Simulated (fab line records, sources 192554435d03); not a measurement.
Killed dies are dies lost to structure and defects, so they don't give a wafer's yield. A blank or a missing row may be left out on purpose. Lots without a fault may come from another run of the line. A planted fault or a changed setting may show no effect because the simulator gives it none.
A struck lot beside a sound one | flow n5_finfet | 18 steps out of a route of 1938
Sound: wafers L456.4, L456.5, L456.6. Struck: wafers L466.1, L466.4, L466.6. The cause comes at the end.
At each step with rows: each side's tool, then ch and its chambers, then its first start. Under that, the readings that differ: sound wafers | struck wafers | difference of the means | sigmas: that difference in standard deviations of wafers without a fault.
alike: readings whose means differ by less than 2 such deviations, and words and numbers that are the same on both sides. not compared: withheld readings, readings that some wafer has no value for, bounds like >300 that may hide the same value, and numbers for which the record gives no deviation and whose values overlap.
The two part at a step that has a row with sigmas, a row that says differs or no value, or rows on one side only. Numbers that don't overlap but have no deviation are shown without sigmas and don't part them. A reading that every wafer of one side lacks parts them only if that side has two wafers or more.

N5_FIN_SAQP_THK_MEAS_05:
  sound on film_metro-02, day 4 15:39; struck on film_metro-02, day 7 03:56
  alike: thk_nm
N5_FIN_SAQP_PECVD_47: deposits a-Si from SiH4/He, target thk 45 nm, time 36.3 s.
  sound on pecvd-04 ch 0,1,2, day 4 15:43; struck on pecvd-02 ch 0,1, day 7 03:59
  alike: heater_power_w, showerhead_plenum_p_Torr, throttle_valve_pct
  not compared: since_wet_clean_h
N5_FIN_SAQP_PECVD_48: deposits SiNx from SiH4/NH3/N2, target thk 25 nm, time 22.1 s.
  sound on pecvd-04 ch 0,1,2, day 4 15:45; struck on pecvd-02 ch 0,1, day 7 04:01
  alike: heater_power_w, showerhead_plenum_p_Torr, throttle_valve_pct
  not compared: since_wet_clean_h
N5_FIN_SAQP_PECVD_06: deposits a-Si from SiH4/He, target thk 60 nm, time 48.1 s.
  sound on pecvd-04 ch 0,1,2, day 4 15:47; struck on pecvd-02 ch 0,1, day 7 04:04
  alike: heater_power_w, showerhead_plenum_p_Torr, throttle_valve_pct
  not compared: since_wet_clean_h
N5_FIN_SAQP_THK_MEAS_07:
  sound on film_metro-01, day 4 15:52; struck on film_metro-02, day 7 04:09
  alike: thk_nm
N5_FIN_SAQP_HM_DEP_72: deposits SiO2 from SiH4/N2O, target thk 12 nm, time 7.2 s.
  sound on pecvd-01 ch 0,1, day 4 15:55; struck on pecvd-04 ch 0,1, day 7 04:11
  alike: heater_power_w, showerhead_plenum_p_Torr
  not compared: since_wet_clean_h
then, 6 steps without rows for these wafers: N5_FIN_SAQP_COAT_49 (time 60 s, resist thk 100 nm); N5_FIN_SAQP_COAT_50 (time 60 s, resist thk 35 nm); N5_FIN_SAQP_COAT_10 (resist thk 90 nm); N5_FIN_SAQP_EBR_12; N5_FIN_SAQP_SOFTBAKE_11 (time 60 s); N5_FIN_SAQP_EXPOSE_13 (exposes mask FIN CORE, target cd 35.6 nm).
N5_FIN_SAQP_PEB_14: peb time 60 s.
  sound on litho_track-01 ch 0, day 4 16:18; struck on litho_track-03 ch 0, day 7 04:34
  alike: exhaust_pa
then, 1 step without rows for these wafers: N5_FIN_SAQP_DEVELOP_15 (develop time 30 s).
N5_FIN_SAQP_CD_MEAS_16: target cd 35.6 nm.
  sound on cd_sem-02 ch 0, day 4 16:22; struck on cd_sem-02 ch 0, day 7 04:38
  reading    | sound          | struck         | difference | sigmas
  cd_nm (nm) | 35.4 35.6 35.7 | 33.7 33.2 33.1 | -2.2       | -5
N5_FIN_SAQP_OVL_MEAS_17:
  sound on overlay-02 ch 0, day 4 16:24; struck on overlay-01 ch 0, day 7 04:40
  alike: FIN_CORE_OVL
-- the record jumps here: 11 days lie between the struck wafers' starts before and after (it left off in module FIN_SAQP and takes up again in module BEOL_M4, whose first step shown is number 1111 of the route) --
N5_BEOL_M4_RC_MEAS_101:
  sound on prober-02 ch 0, day 13 06:49; struck on prober-01 ch 0, day 17 18:34
  reading       | sound          | struck         | difference | sigmas
  DIBL_N (mV/V) | 28.1 37.7 33.8 | 39.9 39.5 39.4 | +6.4       | +2
  DIBL_P (mV/V) | 29 40 34       | 41 41 39       | +6         | +2
  ION_N (uA/um) | 629 686 644    | 703 687 687    | +39        | +3
  ION_P (uA/um) | 443 476 448    | 485 474 469    | +20        | +2
  SS_P (mV/dec) | 71.6 74.0 72.5 | 75.0 74.5 74.3 | +1.9       | +2
  VT_P (mV)     | -260 -247 -254 | -243 -246 -248 | +8         | +2
  alike: IOFF_N, IOFF_P, SS_N, VT_N
then, 1 step without rows for these wafers: N5_PASSIVATION_PROBE_49.

WHERE THEY PART
First at N5_FIN_SAQP_CD_MEAS_16; last, within this record, at N5_BEOL_M4_RC_MEAS_101.

WHY: what the simulator had put in
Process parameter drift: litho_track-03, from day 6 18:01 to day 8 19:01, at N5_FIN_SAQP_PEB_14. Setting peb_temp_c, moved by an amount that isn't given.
